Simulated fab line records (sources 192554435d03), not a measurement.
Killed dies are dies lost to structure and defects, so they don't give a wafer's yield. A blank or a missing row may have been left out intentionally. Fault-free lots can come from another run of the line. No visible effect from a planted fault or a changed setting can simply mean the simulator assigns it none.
Which tool is to blame? | flow n5 finfet | 29 wafers from 10 lots sampled at 5 of the route's 1938 steps

== WHAT THE GAUGES SHOWED, per wafer ==
N5_BEOL_M4_RC_MEAS_101.
lot  | measured     | on        | DIBL_N (mV/V)
L898 | day 9 06:28  | prober-01 | 35.5 38.7 37.8
L901 | day 9 12:20  | prober-01 | 36.2 36.3 35.1
L905 | day 10 18:41 | prober-02 | 37.6 37.8
L906 | day 11 01:58 | prober-01 | 36.7 38.2 35.7
L908 | day 11 17:06 | prober-02 | 37.6 38.0 37.2
L913 | day 12 16:17 | prober-01 | 36.2 37.6 37.3
L914 | day 13 01:37 | prober-01 | 37.7 37.9 38.8
L916 | day 13 18:05 | prober-02 | 39.0 37.2 37.0
L919 | day 14 05:38 | prober-01 | 37.2 38.5 36.9
L921 | day 15 06:20 | prober-02 | 37.0 35.1 36.8

== TOOL THAT RAN EACH LOT (tool first, then ch and the chambers of the sampled wafers, then the start) ==
lot  | N5_HKMG_FIN_STRIP_89              | N5_HKMG_FIN_ALD_21                  | N5_HKMG_FIN_CMP_94            | N5_GATE_CUT_ETCHBACK_30
L898 | rie diel-02 ch 0,1,2, day 4 01:47 | ald metal-02 ch 0,1,2, day 4 03:35  | cmp-01 ch 0,3, day 4 04:36    | rie metal-02 ch 0,1, day 4 05:04
L901 | rie diel-02 ch 1,2, day 4 21:49   | ald metal-02 ch 0,2,3, day 4 23:37  | cmp-01 ch 1,3, day 5 00:39    | rie metal-01 ch 0,1, day 5 01:05
L905 | rie diel-03 ch 1, day 5 22:23     | ald metal-02 ch 0,3, day 6 00:16    | cmp-01 ch 0,2, day 6 01:20    | rie metal-02 ch 0, day 6 01:46
L906 | rie diel-05 ch 0,2,3, day 6 04:25 | ald metal-02 ch 0,1,2, day 6 06:19  | cmp-01 ch 0,1,2, day 6 07:52  | rie metal-03 ch 0,1, day 6 08:20
L908 | rie diel-02 ch 1,2, day 6 14:17   | ald metal-02 ch 1,2,3, day 6 16:02  | cmp-04 ch 0,2,3, day 6 17:03  | rie metal-01 ch 0,1, day 6 17:32
L913 | rie diel-05 ch 0,2,3, day 7 23:19 | ald metal-03 ch 1,2,3, day 8 01:17  | cmp-04 ch 0,1,3, day 8 02:19  | rie metal-01 ch 0,1, day 8 02:48
L914 | rie diel-03 ch 0,2, day 8 05:43   | ald metal-03 ch 0,1, day 8 07:30    | cmp-04 ch 0,1,3, day 8 08:31  | rie metal-02 ch 1, day 8 09:00
L916 | rie diel-03 ch 0,3, day 8 16:17   | ald metal-03 ch 1,2, day 8 18:03    | cmp-04 ch 0,2,3, day 8 19:07  | rie metal-02 ch 0,1, day 8 19:32
L919 | rie diel-05 ch 0,1, day 9 12:39   | ald metal-03 ch 0,2,3, day 9 14:24  | cmp-03 ch 2,3, day 9 15:28    | rie metal-02 ch 0,1, day 9 15:55
L921 | rie diel-03 ch 0,1, day 9 22:11   | ald metal-03 ch 0,2,3, day 10 00:01 | cmp-04 ch 0,1,2, day 10 01:02 | rie metal-03 ch 0,1, day 10 01:30
- N5_HKMG_FIN_STRIP_89: strips SOC in N2/H2, time 20 s.
- N5_HKMG_FIN_ALD_21: deposits TiN, target thk 1.5 nm, pulse time 1 s, purge time 3 s.
- N5_HKMG_FIN_CMP_94: polishes, stops on SiNx, t overpolish 4.7 s, target thk 43.299 nm.
- N5_GATE_CUT_ETCHBACK_30: etches TiN in Cl2/Ar, target depth 3 nm.

== THE ANSWER, worked out from the rows above alone ==
Rule: what is usual is taken from the lots themselves. Put in order of their means at a reading, lots are off if they are a third of the lots or fewer, leave a main group of 4 or more, and stand apart from it by a gap of 3 or more times the standard deviation of the main group's means; of several such gaps the widest counts. If all means in a main group match to the digits the tables above print for the reading, that group is not used. Also off: a lot with no number at a reading for which 4 or more lots have one. Any other lot the step has rows for is counted as sound.
No lot is off on any of the readings shown, so nothing can be concluded from this.

== WHAT HAD BEEN PUT IN BY THE SIMULATOR ==
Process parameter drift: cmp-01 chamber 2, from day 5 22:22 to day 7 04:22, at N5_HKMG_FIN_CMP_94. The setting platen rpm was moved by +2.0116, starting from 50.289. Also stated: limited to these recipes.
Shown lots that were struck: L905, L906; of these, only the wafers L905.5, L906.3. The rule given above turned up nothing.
